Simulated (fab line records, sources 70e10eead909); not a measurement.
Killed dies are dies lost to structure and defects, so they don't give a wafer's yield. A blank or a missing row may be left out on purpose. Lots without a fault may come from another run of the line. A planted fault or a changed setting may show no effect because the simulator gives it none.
Chamber matching | flow nand_harc | NHARC_P_ZERO_WELL_ETCH_65 on rie_diel-12: 4 sister chambers
The step etches the open film in N2/H2, target depth 80 nm, overetch 24 nm, time 87.88 s. 8 wafers are shown with their chamber, then 9 later ones without.

WAFERS WITH THEIR CHAMBER
wafer  | chamber | drypump_motor_current_A (A) | rf_vpp_V (V)
L081.3 | 3       | 6.6                         | 433.4
L081.5 | 2       | 6.4                         | 434.8
L081.6 | 1       | 5.8                         | 433.0
L086.2 | 1       | 5.8                         | 431.4
L086.3 | 2       | 6.4                         | 434.3
L087.3 | 0       | 6.2                         | 427.6
L087.5 | 0       | 6.1                         | 430.2
L087.6 | 3       | 6.7                         | 432.4

WAFERS WITHOUT THEIR CHAMBER
wafer  | drypump_motor_current_A (A) | rf_vpp_V (V)
L089.2 | 6.1                         | 430.3
L089.3 | 5.7                         | 430.8
L089.5 | 6.6                         | 433.0
L091.1 | 6.6                         | 431.0
L091.3 | 6.4                         | 434.5
L091.4 | 5.8                         | 431.0
L094.2 | 6.2                         | 429.2
L094.3 | 6.4                         | 434.8
L094.4 | 5.8                         | 431.7

WHICH CHAMBER EACH WENT THROUGH
wafer  | from the rows above | in truth
L089.2 | 0                   | 0
L089.3 | 1                   | 1
L089.5 | 3                   | 3
L091.1 | 3                   | 3
L091.3 | 2                   | 2
L091.4 | 1                   | 1
L094.2 | 0                   | 0
L094.3 | 2                   | 2
L094.4 | 1                   | 1
Placed correctly: 9 of 9. Can't be placed from these rows: 0. Placed wrongly: 0.
How it was worked out, from the rows above alone: a wafer's distance from a chamber is the root of the sum, over the readings, of the square of ((its reading less the chamber's mean) divided by the reading's scatter). The wafer belongs to the nearest chamber; if the next one is less than 2 further off, it can't be placed. A chamber's mean is the mean of its shown wafers. The scatter: the root of (the sum of the squares of (reading less its chamber's mean) over the shown wafers, divided by (wafers less chambers)).
